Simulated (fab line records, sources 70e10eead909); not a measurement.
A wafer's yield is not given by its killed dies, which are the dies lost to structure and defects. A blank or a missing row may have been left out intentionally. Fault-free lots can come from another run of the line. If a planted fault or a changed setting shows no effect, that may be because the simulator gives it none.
Chamber matching + flow nand harc + 4 sister chambers for NHARC_A_STAIRCASE_ETCHBACK_422 on rie diel-02
The step etches the open film in CH3F/O2, target depth 40 nm, time 74.286 s. 22 wafers are shown with their chamber, then 11 later ones without.

## EACH WAFER AND ITS CHAMBER
| wafer  | chamber | drypump motor current A (A) | showerhead plenum p Torr (Torr) | chamber pressure mTorr (mTorr) |
|--------|---------|-----------------------------|---------------------------------|--------------------------------|
| L074.4 | 3       | 5.0                         | 2.35                            | 25.011                         |
| L074.5 | 0       | 5.9                         | 2.40                            | 24.988                         |
| L074.6 | 3       | 5.0                         | 2.35                            | 25.026                         |
| L076.1 | 2       | 5.4                         | 2.31                            | 24.999                         |
| L076.2 | 0       | 5.9                         | 2.40                            | 25.017                         |
| L076.6 | 1       | 5.4                         | 2.31                            | 24.970                         |
| L080.2 | 2       | 5.4                         | 2.31                            | 24.995                         |
| L080.3 | 3       | 4.9                         | 2.34                            | 25.030                         |
| L080.6 | 0       | 5.9                         | 2.40                            | 25.035                         |
| L081.2 | 3       | 5.0                         | 2.34                            | 25.013                         |
| L081.3 | 2       | 5.4                         | 2.30                            | 24.988                         |
| L081.4 | 1       | 5.4                         | 2.30                            | 25.029                         |
| L081.1 | 0       | 5.9                         | 2.39                            | 24.988                         |
| L081.5 | 2       | 5.4                         | 2.30                            | 25.014                         |
| L081.6 | 1       | 5.4                         | 2.30                            | 24.956                         |
| L083.1 | 2       | 5.4                         | 2.30                            | 25.007                         |
| L083.2 | 0       | 5.9                         | 2.39                            | 25.050                         |
| L083.5 | 0       | 5.9                         | 2.39                            | 25.015                         |
| L086.1 | 2       | 5.3                         | 2.30                            | 24.994                         |
| L086.2 | 0       | 5.9                         | 2.39                            | 25.035                         |
| L086.4 | 1       | 5.4                         | 2.30                            | 24.990                         |
| L086.3 | 3       | 5.0                         | 2.34                            | 25.019                         |

SIGNATURES (means of the wafers above)
| reading                  | chamber 0 | chamber 1 | chamber 2 | chamber 3 | scatter within a chamber |
|--------------------------|-----------|-----------|-----------|-----------|--------------------------|
| drypump motor current A  | 5.900     | 5.400     | 5.383     | 4.980     | 0.0301                   |
| showerhead plenum p Torr | 2.3943    | 2.3025    | 2.3033    | 2.3440    | 0.00527                  |
| chamber pressure mTorr   | 25.01829  | 24.98625  | 24.99950  | 25.01980  | 0.0199                   |
Rule: a wafer lies at a distance from a chamber equal to the root of the sum of squares, over the readings, of (its reading less the chamber's mean, divided by the reading's scatter). If the next closest chamber is less than 2 further off than the closest, the wafer can't be placed; otherwise it belongs to the closest. The scatter: take each reading less its chamber's mean, square it, sum over the shown wafers, divide by the number of wafers less the number of chambers, and take the root.

## WAFERS WITHOUT THEIR CHAMBER
| wafer  | drypump motor current A (A) | showerhead plenum p Torr (Torr) | chamber pressure mTorr (mTorr) |
|--------|-----------------------------|---------------------------------|--------------------------------|
| L086.5 | 5.4                         | 2.30                            | 25.043                         |
| L086.6 | 5.0                         | 2.34                            | 25.063                         |
| L088.2 | 5.4                         | 2.30                            | 24.970                         |
| L088.4 | 5.0                         | 2.34                            | 25.036                         |
| L088.5 | 5.9                         | 2.39                            | 24.994                         |
| L092.2 | 5.0                         | 2.33                            | 24.990                         |
| L092.3 | 5.4                         | 2.29                            | 25.030                         |
| L092.6 | 5.4                         | 2.29                            | 24.973                         |
| L091.4 | 5.9                         | 2.38                            | 25.055                         |
| L091.5 | 5.4                         | 2.29                            | 25.005                         |
| L091.6 | 5.4                         | 2.29                            | 25.009                         |

## CHAMBER TAKEN BY EACH
| wafer  | from the rows above     | in truth |
|--------|-------------------------|----------|
| L086.5 | can't be placed: 2 or 1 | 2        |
| L086.6 | 3                       | 3        |
| L088.2 | can't be placed: 1 or 2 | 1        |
| L088.4 | 3                       | 3        |
| L088.5 | 0                       | 0        |
| L092.2 | 3                       | 3        |
| L092.3 | can't be placed: 2 or 1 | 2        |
| L092.6 | can't be placed: 1 or 2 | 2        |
| L091.4 | 0                       | 0        |
| L091.5 | can't be placed: 1 or 2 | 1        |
| L091.6 | can't be placed: 1 or 2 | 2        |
Correctly placed: 5 of 11. From these rows, 6 cannot be placed; in 6 the true chamber is one of the candidates. Placed wrongly: 0.
